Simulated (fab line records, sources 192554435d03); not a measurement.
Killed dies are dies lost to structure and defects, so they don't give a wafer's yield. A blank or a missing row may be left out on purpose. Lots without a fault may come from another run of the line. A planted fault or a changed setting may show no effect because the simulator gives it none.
Chamber matching | flow n5_finfet | N5_MOL_CONTACT_COAG_ETCH_67 on rie_diel-04: 4 sister chambers
The step etches SOC in N2/H2, target depth 60 nm, overetch 21 nm, time 101.2 s. 4 wafers are shown with their chamber, then 8 later ones without.

WAFERS WITH THEIR CHAMBER
wafer  | chamber | showerhead_plenum_p_Torr (Torr)
L083.2 | 0       | 2.42
L083.3 | 3       | 2.63
L083.4 | 1       | 2.55
L084.4 | 2       | 2.63

WAFERS WITHOUT THEIR CHAMBER
wafer  | showerhead_plenum_p_Torr (Torr)
L084.5 | 2.63
L084.6 | 2.63
L085.3 | 2.42
L085.4 | 2.55
L085.5 | 2.42
L089.1 | 2.55
L089.2 | 2.63
L089.6 | 2.62

WHICH CHAMBER EACH WENT THROUGH
wafer  | from the rows above     | in truth
L084.5 | can't be placed: 2 or 3 | 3
L084.6 | can't be placed: 2 or 3 | 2
L085.3 | 0                       | 0
L085.4 | 1                       | 1
L085.5 | 0                       | 0
L089.1 | 1                       | 1
L089.2 | can't be placed: 2 or 3 | 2
L089.6 | can't be placed: 2 or 3 | 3
Placed correctly: 4 of 8. Can't be placed from these rows: 4 (the true chamber is among the candidates in 4). Placed wrongly: 0.
How it was worked out, from the rows above alone: a wafer's distance from a chamber is the root of the sum, over the readings, of the square of ((its reading less the chamber's mean) divided by the reading's scatter). The wafer belongs to the nearest chamber; if the next one is less than 2 further off, it can't be placed. A chamber's mean is the mean of its shown wafers. The scatter: with one shown wafer a chamber, the root of the mean of the squares of how far each hidden wafer lies from its nearest shown one.
